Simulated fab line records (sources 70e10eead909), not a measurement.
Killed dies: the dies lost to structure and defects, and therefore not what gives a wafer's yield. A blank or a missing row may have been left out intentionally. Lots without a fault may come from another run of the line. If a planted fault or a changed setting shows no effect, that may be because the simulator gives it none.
Chamber matching -- flow nand_harc -- NHARC_P_M1_ETCH_35 on rie_diel-04: 4 sister chambers
The step etches the open film in N2/H2, target depth 40 nm, overetch 12 nm, time 43.94 s. 30 wafers are shown with their chamber, then 12 later ones without.

== WAFERS WITH THEIR CHAMBER ==
wafer,chamber,showerhead_plenum_p_Torr (Torr),rf_vpp_V (V),oes_product_au (a.u.)
L074.1,0,2.05,429.8,0.988
L074.5,1,2.10,430.9,1.008
L074.6,2,2.09,432.1,0.998
L076.3,3,1.94,427.7,1.012
L076.4,1,2.11,430.7,1.013
L076.6,0,2.05,430.2,1.000
L077.4,0,2.05,431.3,0.994
L077.5,2,2.09,431.8,0.983
L077.6,1,2.10,431.9,1.006
L081.2,0,2.05,431.1,1.014
L081.3,1,2.10,433.7,1.002
L081.5,1,2.10,433.2,1.004
L081.1,3,1.94,427.8,1.019
L081.4,2,2.09,432.6,0.976
L081.6,2,2.09,432.1,0.980
L085.3,2,2.09,434.5,0.981
L085.5,0,2.05,430.7,1.022
L085.6,3,1.94,426.3,1.030
L088.1,1,2.10,431.9,1.021
L088.3,2,2.09,431.1,0.992
L088.6,2,2.09,431.2,0.988
L089.2,1,2.10,432.0,1.016
L089.3,0,2.05,430.3,1.012
L089.5,3,1.94,427.8,1.015
L090.2,1,2.10,430.5,1.020
L090.3,2,2.08,432.8,0.995
L090.4,1,2.10,431.3,1.014
L091.2,2,2.08,431.2,0.979
L091.5,1,2.10,433.0,1.019
L091.6,0,2.05,431.0,0.998

SIGNATURES, as means of the wafers listed above
reading,chamber 0,chamber 1,chamber 2,chamber 3,scatter within a chamber
showerhead_plenum_p_Torr,2.0500,2.1010,2.0878,1.9400,0.00307
rf_vpp_V,430.629,431.910,432.156,427.400,0.951
oes_product_au,1.00400,1.01230,0.98578,1.01900,0.00876
Rule: a wafer's distance from a chamber is the root of the sum, over the readings, of the square of ((its reading less the chamber's mean) divided by the reading's scatter). The wafer belongs to the nearest chamber; if the next one is less than 2 further off, it can't be placed. The scatter: take each reading less its chamber's mean, square it, sum over the shown wafers, divide by the number of wafers less the number of chambers, and take the root.

== WAFERS WHOSE CHAMBER IS MISSING ==
wafer,showerhead_plenum_p_Torr (Torr),rf_vpp_V (V),oes_product_au (a.u.)
L092.1,1.93,427.7,1.019
L092.2,2.08,432.5,0.977
L092.5,2.08,430.9,0.979
L093.2,2.08,433.1,0.984
L093.4,2.04,429.2,1.008
L093.5,2.08,431.7,0.988
L095.3,1.93,427.7,1.027
L095.5,2.04,430.6,0.997
L095.6,1.93,427.5,1.020
L096.1,2.10,431.4,1.022
L096.2,1.93,428.2,1.025
L096.5,2.10,432.6,1.028

== WHICH CHAMBER EACH WENT THROUGH ==
wafer,from the rows above,in truth
L092.1,3,3
L092.2,2,2
L092.5,2,2
L093.2,2,2
L093.4,0,0
L093.5,2,2
L095.3,3,3
L095.5,0,0
L095.6,3,3
L096.1,1,1
L096.2,3,3
L096.5,1,1
Correct placement for 12 of the 12. Left unplaced by these rows: 0. Number placed wrongly: 0.
